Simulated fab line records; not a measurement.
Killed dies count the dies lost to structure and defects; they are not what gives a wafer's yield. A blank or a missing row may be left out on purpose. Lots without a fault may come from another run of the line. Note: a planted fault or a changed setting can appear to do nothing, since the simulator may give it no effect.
Matching of chambers | flow n5-finfet | N5_BEOL_M12_DESCUM_15 on rie-diel-02 has 4 sister chambers
The step chemistry O2, time 7.9 s. 16 wafers are shown with their chamber, then 8 later ones without.

WAFERS WITH THEIR CHAMBER
wafer  | chamber | showerhead-plenum-p-Torr (Torr) | oes-product-au (a.u.) | throttle-valve-pct (%)
L822.1 | 0       | 2.21                            | 0.82                  | 20.21
L822.4 | 3       | 2.16                            | 0.71                  | 20.26
L822.5 | 0       | 2.21                            | 0.83                  | 20.20
L823.1 | 0       | 2.21                            | 0.82                  | 20.21
L823.5 | 2       | 2.05                            | 0.93                  | 20.19
L823.6 | 1       | 2.19                            | 0.77                  | 20.38
L826.3 | 2       | 2.04                            | 0.93                  | 20.22
L826.4 | 1       | 2.19                            | 0.78                  | 20.38
L826.6 | 3       | 2.15                            | 0.70                  | 20.27
L825.2 | 0       | 2.21                            | 0.81                  | 20.21
L825.5 | 2       | 2.04                            | 0.93                  | 20.22
L825.6 | 3       | 2.15                            | 0.70                  | 20.29
L834.1 | 3       | 2.15                            | 0.69                  | 20.31
L834.5 | 2       | 2.04                            | 0.88                  | 20.26
L834.6 | 1       | 2.18                            | 0.75                  | 20.43
L836.1 | 3       | 2.15                            | 0.69                  | 20.30

SIGNATURES (averages over the wafers above)
reading                  | chamber 0 | chamber 1 | chamber 2 | chamber 3 | scatter within a chamber
showerhead-plenum-p-Torr | 2.2100    | 2.1867    | 2.0425    | 2.1520    | 0.0043
oes-product-au           | 0.8200    | 0.7667    | 0.9175    | 0.6980    | 0.0153
throttle-valve-pct       | 20.2075   | 20.3967   | 20.2225   | 20.2860   | 0.0222
Rule: a wafer lies at a distance from a chamber equal to the root of the sum of squares, over the readings, of (its reading less the chamber's mean, divided by the reading's scatter). The wafer belongs to the nearest chamber; if the next one is less than 2 further off, it can't be placed. How the scatter is found: for the shown wafers, subtract from each reading the mean of its chamber, square and add these, divide the total by (wafers less chambers), then take the root.

WAFERS WHOSE CHAMBER IS MISSING
wafer  | showerhead-plenum-p-Torr (Torr) | oes-product-au (a.u.) | throttle-valve-pct (%)
L836.2 | 2.18                            | 0.75                  | 20.42
L836.5 | 2.18                            | 0.75                  | 20.41
L842.2 | 2.18                            | 0.75                  | 20.43
L842.5 | 2.18                            | 0.75                  | 20.43
L842.6 | 2.19                            | 0.78                  | 20.28
L844.2 | 2.19                            | 0.75                  | 20.29
L844.4 | 2.19                            | 0.75                  | 20.28
L844.6 | 2.03                            | 0.83                  | 20.29

WHICH CHAMBER EACH WENT THROUGH
wafer  | from the rows above     | in truth
L836.2 | 1                       | 1
L836.5 | 1                       | 1
L842.2 | 1                       | 1
L842.5 | 1                       | 1
L842.6 | can't be placed: 1 or 0 | 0
L844.2 | 1                       | 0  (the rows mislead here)
L844.4 | can't be placed: 1 or 0 | 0
L844.6 | 2                       | 2
Placed correctly: 5 of 8. Can't be placed from these rows: 2 (the true chamber is among the candidates in 2). Placed wrongly: 1.
